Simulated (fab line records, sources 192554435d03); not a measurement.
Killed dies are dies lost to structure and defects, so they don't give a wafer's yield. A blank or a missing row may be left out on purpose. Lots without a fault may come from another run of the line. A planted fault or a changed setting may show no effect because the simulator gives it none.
Chamber matching | flow n5_finfet | N5_BEOL_M4_STRIP_66 on rie_diel-04: 4 sister chambers
The step strips in CF4. 16 wafers are shown with their chamber, then 8 later ones without.

WAFERS WITH THEIR CHAMBER
wafer  | chamber | showerhead_plenum_p_Torr (Torr) | throttle_valve_pct (%) | oes_product_au (a.u.)
L078.1 | 2       | 1.84                            | 13.98                  | 0.67
L078.4 | 3       | 1.75                            | 13.20                  | 0.95
L078.6 | 3       | 1.75                            | 13.18                  | 0.95
L079.1 | 2       | 1.84                            | 13.99                  | 0.68
L079.2 | 3       | 1.75                            | 13.18                  | 0.94
L079.3 | 0       | 1.75                            | 13.15                  | 0.92
L081.1 | 0       | 1.75                            | 13.18                  | 0.90
L081.5 | 3       | 1.75                            | 13.20                  | 0.92
L081.6 | 0       | 1.74                            | 13.18                  | 0.91
L083.1 | 2       | 1.84                            | 14.01                  | 0.67
L083.2 | 1       | 1.84                            | 14.02                  | 0.68
L083.5 | 2       | 1.84                            | 14.01                  | 0.68
L084.1 | 3       | 1.75                            | 13.24                  | 0.90
L084.3 | 0       | 1.74                            | 13.18                  | 0.89
L084.4 | 1       | 1.84                            | 14.03                  | 0.68
L089.1 | 3       | 1.75                            | 13.26                  | 0.88

SIGNATURES (means of the wafers above)
reading                  | chamber 0 | chamber 1 | chamber 2 | chamber 3 | scatter within a chamber
showerhead_plenum_p_Torr | 1.7450    | 1.8400    | 1.8400    | 1.7500    | 0.00289
throttle_valve_pct       | 13.1725   | 14.0250   | 13.9975   | 13.2100   | 0.0238
oes_product_au           | 0.9050    | 0.6800    | 0.6750    | 0.9233    | 0.0199
Rule: a wafer's distance from a chamber is the root of the sum, over the readings, of the square of ((its reading less the chamber's mean) divided by the reading's scatter). The wafer belongs to the nearest chamber; if the next one is less than 2 further off, it can't be placed. The scatter: the root of (the sum of the squares of (reading less its chamber's mean) over the shown wafers, divided by (wafers less chambers)).

WAFERS WITHOUT THEIR CHAMBER
wafer  | showerhead_plenum_p_Torr (Torr) | throttle_valve_pct (%) | oes_product_au (a.u.)
L089.2 | 1.74                            | 13.22                  | 0.87
L089.5 | 1.75                            | 13.26                  | 0.88
L090.2 | 1.84                            | 13.43                  | 0.98
L090.4 | 1.84                            | 13.43                  | 0.98
L090.6 | 1.74                            | 13.22                  | 0.86
L091.1 | 1.74                            | 13.24                  | 0.86
L091.2 | 1.84                            | 13.43                  | 0.95
L091.6 | 1.74                            | 13.26                  | 0.87

WHICH CHAMBER EACH WENT THROUGH
wafer  | from the rows above     | in truth
L089.2 | can't be placed: 0 or 3 | 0
L089.5 | can't be placed: 3 or 0 | 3
L090.2 | can't be placed: 2 or 1 | 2
L090.4 | can't be placed: 2 or 1 | 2
L090.6 | can't be placed: 0 or 3 | 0
L091.1 | can't be placed: 0 or 3 | 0
L091.2 | can't be placed: 2 or 1 | 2
L091.6 | can't be placed: 0 or 3 | 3
Placed correctly: 0 of 8. Can't be placed from these rows: 8 (the true chamber is among the candidates in 8). Placed wrongly: 0.
